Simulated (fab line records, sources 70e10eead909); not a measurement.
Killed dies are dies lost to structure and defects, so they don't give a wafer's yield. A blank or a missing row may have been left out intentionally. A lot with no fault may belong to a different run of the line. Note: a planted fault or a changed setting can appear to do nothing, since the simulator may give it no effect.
A lot that was struck, set against a sound lot + flow nandHarc + 15 out of 1302 route steps
Sound: the wafers L875.4, L875.5, L875.6. Struck: wafer L882.4. (L882.6 of the same lot was not struck and is left out.) The cause comes at the end.
Per side, at each step with rows, come the tool, then ch with its chambers, and then its first start. Under that, the readings that differ: sound wafers + struck wafers + difference of the means + sigmas: that difference in standard deviations of wafers without a fault.
alike: readings with means less than 2 such deviations apart, plus words and numbers identical on both sides. not compared: withheld readings, readings lacking a value on some wafer, bounds such as >300 that could conceal the same value, and numbers that have no deviation in the record and whose values overlap.
Wherever a step has rows on one side only, a row that says differs or no value, or a row with sigmas, the two part there. When numbers do not overlap yet have no deviation, they are printed without sigmas and do not part them. Lack of a reading on every wafer of one side parts them only where that side has two or more wafers.

NHARC_A_CONTACT_ETCH_77: etches the open film in CF4/CHF3, target depth 108.9 nm, time 54.5 s.
  sound: rieDiel-11 ch 0,1,3; struck: rieDiel-04 ch 1
  alike: cf4FlowSccm, drypumpMotorCurrentA, oesProductAu, rfFwdPowerW, rfVppV, runLengthS, showerheadPlenumPTorr, throttleValvePct
  not compared: rfHoursCounterH
NHARC_A_CONTACT_ETCH_78: etches the open film in O2/COS, target depth 5300 nm, time 1378 s.
  sound: rieDiel-11 ch 1,2; struck: rieDiel-04 ch 2
| reading                      | sound          | struck | difference | sigmas |
|------------------------------|----------------|--------|------------|--------|
| showerheadPlenumPTorr (Torr) | 3.35 3.36 3.35 | 2.91   | -0.44      | -2     |
  alike: drypumpMotorCurrentA, oesProductAu, rfFwdPowerW, rfVppV, runLengthS, throttleValvePct
  not compared: rfHoursCounterH
NHARC_A_CONTACT_ETCH_124: etches the open film in C4F8/O2/Ar, time 140 s, target depth 700 nm.
  sound on harCapEtch-02 ch 0,1, day 24 06:20; struck on harCapEtch-01 ch 0, day 26 22:27
  alike: runLengthS
  not compared: rfHoursCounterH
then, 7 steps without rows for these wafers: NHARC_A_CONTACT_ETCH_125 (etches the open film in C4F8/O2/Ar, time 197 s, target depth 1918 nm); NHARC_A_CONTACT_ETCH_126 (etches the open film in C4F8/O2/Ar, time 197 s, target depth 1918 nm); NHARC_A_CONTACT_ETCH_127 (etches the open film in C4F8/O2/Ar, time 197 s, target depth 1918 nm); NHARC_A_CONTACT_ETCH_128 (etches the open film in C4F8/O2/Ar, time 197 s, target depth 1918 nm); NHARC_A_CONTACT_ETCH_129 (etches the open film in C4F8/O2/Ar, time 197 s, target depth 1918 nm); NHARC_A_CONTACT_ETCH_130 (etches the open film in C4F8/O2/Ar, time 197 s, target depth 1918 nm); NHARC_A_CONTACT_ETCH_131 (etches the open film in C4F8/O2/Ar, time 197 s, target depth 1918 nm).
NHARC_A_CONTACT_ETCH_132: etches the open film in C4F8/O2/Ar, time 197 s, target depth 1924 nm.
  sound on harCapEtch-02 ch 0,1, day 24 07:46; struck on harCapEtch-01 ch 0, day 26 23:52
  not compared: rfHoursCounterH, runLengthS
NHARC_A_CONTACT_ETCH_133: etches the open film in C4F8/O2/Ar, time 374 s, target depth 1610 nm.
  sound on harCapEtch-02 ch 0,1, day 24 08:02; struck on harCapEtch-01 ch 0, day 27 00:08
  alike: runLengthS
  not compared: rfHoursCounterH
NHARC_A_CONTACT_ETCH_91: etches the open film in CH3F/O2, target depth 40 nm, time 85.7 s.
  sound on rieDiel-11 ch 1,2,3, day 24 08:43; struck on rieDiel-11 ch 1, day 27 00:47
| reading              | sound                | struck | difference | sigmas      |
|----------------------|----------------------|--------|------------|-------------|
| oesProductAu (a.u.)  | 0.93 0.94 0.93       | 1.01   | +0.08      | +2          |
| runLengthS (s)       | 106.7 106.8 107.6    | 75.1   | -31.9      | -99 or more |
| throttleValvePct (%) | 20.663 20.645 20.672 | 20.680 | +0.020     | +2          |
  alike: drypumpMotorCurrentA, rfVppV, showerheadPlenumPTorr
  not compared: rfFwdPowerW, rfHoursCounterH
then, 1 step without rows for these wafers: NHARC_A_CONTACT_ETCH_97 (etches the open film in C4F6/O2, target depth 20 nm, time 10 s).
-- break in the record here, with 2 days between the starts of the struck wafers on either side (left off in module A_CONTACT, picked up again in module END, where the first step shown is number 1302 on the route) --
NHARC_END_SORT_01:
  the record has rows for the struck wafers here (prober-01 ch 0, day 29 08:10) and none for the sound ones

== WHERE THEY PART ==
Earliest at NHARC_A_CONTACT_ETCH_78; latest, in this record, at NHARC_END_SORT_01.

WHY: the cause the simulator had injected
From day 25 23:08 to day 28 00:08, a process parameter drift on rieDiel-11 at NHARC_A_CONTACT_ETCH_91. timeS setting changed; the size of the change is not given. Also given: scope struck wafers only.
